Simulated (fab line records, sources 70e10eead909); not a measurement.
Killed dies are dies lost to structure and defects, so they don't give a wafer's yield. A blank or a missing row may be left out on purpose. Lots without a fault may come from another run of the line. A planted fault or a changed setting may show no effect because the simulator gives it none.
A struck lot beside a sound one | flow nand_harc | 40 steps out of a route of 1302
Sound: wafers L652.1, L652.3, L652.5. Struck: wafers L658.4, L658.5, L658.6. The cause comes at the end.
At each step with rows: each side's tool, then ch and its chambers, then its first start. Under that, the readings that differ: sound wafers | struck wafers | difference of the means | sigmas: that difference in standard deviations of wafers without a fault.
alike: readings whose means differ by less than 2 such deviations, and words and numbers that are the same on both sides. not compared: withheld readings, readings that some wafer has no value for, bounds like >300 that may hide the same value, and numbers for which the record gives no deviation and whose values overlap.
The two part at a step that has a row with sigmas, a row that says differs or no value, or rows on one side only. Numbers that don't overlap but have no deviation are shown without sigmas and don't part them. A reading that every wafer of one side lacks parts them only if that side has two wafers or more.

first, 2 steps without rows for these wafers: NHARC_A_STAIRCASE_SRD_154; NHARC_A_STAIRCASE_ETCH_403 (etches SiO2 in dHF, target depth 108.2 nm).
NHARC_A_STAIRCASE_ETCHBACK_422: etches the open film in CH3F/O2, target depth 40 nm, time 74.286 s.
  sound on rie_diel-11 ch 0,2, day 18 21:31; struck on rie_diel-10 ch 1,2, day 22 14:21
  alike: drypump_motor_current_A, oes_product_au, rf_vpp_V, showerhead_plenum_p_Torr, throttle_valve_pct
  not compared: rf_hours_counter_h
then, 1 step without rows for these wafers: NHARC_A_STAIRCASE_ETCH_423 (etches SiO2 in dHF, target depth 30 nm).
NHARC_A_STAIRCASE_ETCHBACK_157: etches the open film in CH3F/O2, target depth 90 nm, time 167.14 s.
  sound on rie_diel-02 ch 1,2,3, day 18 21:52; struck on rie_diel-11 ch 1,2, day 22 14:44
  alike: drypump_motor_current_A, oes_product_au, rf_vpp_V, showerhead_plenum_p_Torr, throttle_valve_pct
  not compared: rf_hours_counter_h
NHARC_A_STAIRCASE_STRIP_475: strips in O2, time 20 s.
  sound on rie_diel-02 ch 1,2,3; struck on rie_diel-11 ch 2,3
  alike: drypump_motor_current_A, oes_product_au, rf_vpp_V, showerhead_plenum_p_Torr, throttle_valve_pct
  not compared: rf_hours_counter_h
then, 1 step without rows for these wafers: NHARC_A_STAIRCASE_DEP_471 (deposits SiO2, target thk 100 nm).
NHARC_A_STAIRCASE_CMP_472: polishes SiO2.
  sound on cmp-03 ch 0,1, day 18 22:25; struck on cmp-02 ch 1,2,3, day 22 15:19
  alike: edge_zone_pressure_frac, motor_current_A, slurry_flow_ml_min
then, 1 step without rows for these wafers: NHARC_A_STAIRCASE_SRD_474.
NHARC_A_STAIRCASE_INSPECT_155:
  sound on defect_inspect-01, day 18 22:46; struck on defect_inspect-02, day 22 15:37
  alike: raw_defect_count
NHARC_A_SGD_CUT_DEP_00: deposits SiNx, target thk 50 nm.
  sound on pecvd-02 ch 0,1,2, day 18 22:52; struck on pecvd-02 ch 0,1,2, day 22 15:46
  alike: heater_power_w, susceptor_temp_C
then, 10 steps without rows for these wafers: NHARC_A_SGD_CUT_DEHYDRATE_01 (time 120 s); NHARC_A_SGD_CUT_HMDS_02 (time 30 s); NHARC_A_SGD_CUT_COAT_56 (time 75 s); NHARC_A_SGD_CUT_COAT_57 (time 65 s); NHARC_A_SGD_CUT_COAT_03 (resist thk 90 nm); NHARC_A_SGD_CUT_SOFTBAKE_04 (time 55 s); NHARC_A_SGD_CUT_EBR_05; NHARC_A_SGD_CUT_EXPOSE_06 (exposes mask SGD); NHARC_A_SGD_CUT_PEB_07 (peb time 65 s); NHARC_A_SGD_CUT_DEVELOP_08 (develop time 35 s).
NHARC_A_SGD_CUT_CD_MEAS_09: target cd 100 nm.
  sound on cd_sem-01 ch 0, day 18 23:33; struck on cd_sem-03 ch 0, day 22 16:24
  alike: cd_nm
NHARC_A_SGD_CUT_OVL_MEAS_10:
  sound on overlay-01, day 18 23:38; struck on overlay-02, day 22 16:29
  alike: overlay_x_nm, overlay_y_nm
NHARC_A_SGD_CUT_INSPECT_11:
  sound on defect_inspect-01, day 18 23:40; struck on defect_inspect-01, day 22 16:31
  reading          | sound   | struck   | difference | sigmas
  raw_defect_count | 9 16 19 | 77 74 56 | +54        | +2
then, 3 steps without rows for these wafers: NHARC_A_SGD_CUT_DESCUM_14 (chemistry O2, time 3 s); NHARC_A_SGD_CUT_ETCH_58 (etches the open film in CF4, target depth 39 nm, time 65 s); NHARC_A_SGD_CUT_ETCH_59 (etches the open film in N2/H2, target depth 260 nm, time 406.25 s).
NHARC_A_SGD_CUT_ETCH_15: etches the open film in CH3F/O2, target depth 75 nm, time 64.3 s.
  sound on rie_diel-01 ch 1,2,3; struck on rie_diel-01 ch 0,1
  alike: drypump_motor_current_A, oes_product_au, rf_vpp_V, showerhead_plenum_p_Torr, throttle_valve_pct
  not compared: rf_hours_counter_h
then, 11 steps without rows for these wafers: NHARC_A_SGD_CUT_ETCH_16 (etches the open film in C4F8/O2/Ar, target depth 310.5 nm, time 155.2 s); NHARC_A_SGD_CUT_STRIP_60 (strips in C4F8/O2/Ar); NHARC_A_SGD_CUT_STRIP_17 (strips in O2); NHARC_A_SGD_CUT_PRECLEAN_18 (cleans in SC1); NHARC_A_SGD_CUT_SRD_19; NHARC_A_SGD_CUT_DEP_20 (deposits SiO2, target thk 150 nm); NHARC_A_SGD_CUT_ANNEAL_27 (time 1800 s); NHARC_A_SGD_CUT_CMP_21 (polishes, target thk 148.19 nm); NHARC_A_SGD_CUT_SRD_23; NHARC_A_SGD_CUT_ETCH_26 (etches SiO2 in dHF, target depth 45.8 nm); NHARC_A_SGD_CUT_ETCHBACK_24 (etches the open film in CH3F/O2, target depth 50 nm, time 92.857 s).
-- the record jumps here: 5 days lie between the struck wafers' starts before and after (it left off in module A_SGD_CUT and takes up again in module END, whose first step shown is number 1302 of the route) --
NHARC_END_SORT_01:
  the record has rows for the struck wafers here (prober-02 ch 0, day 27 18:53) and none for the sound ones

WHERE THEY PART
First at NHARC_A_SGD_CUT_INSPECT_11; last, within this record, at NHARC_END_SORT_01.

WHY: what the simulator had put in
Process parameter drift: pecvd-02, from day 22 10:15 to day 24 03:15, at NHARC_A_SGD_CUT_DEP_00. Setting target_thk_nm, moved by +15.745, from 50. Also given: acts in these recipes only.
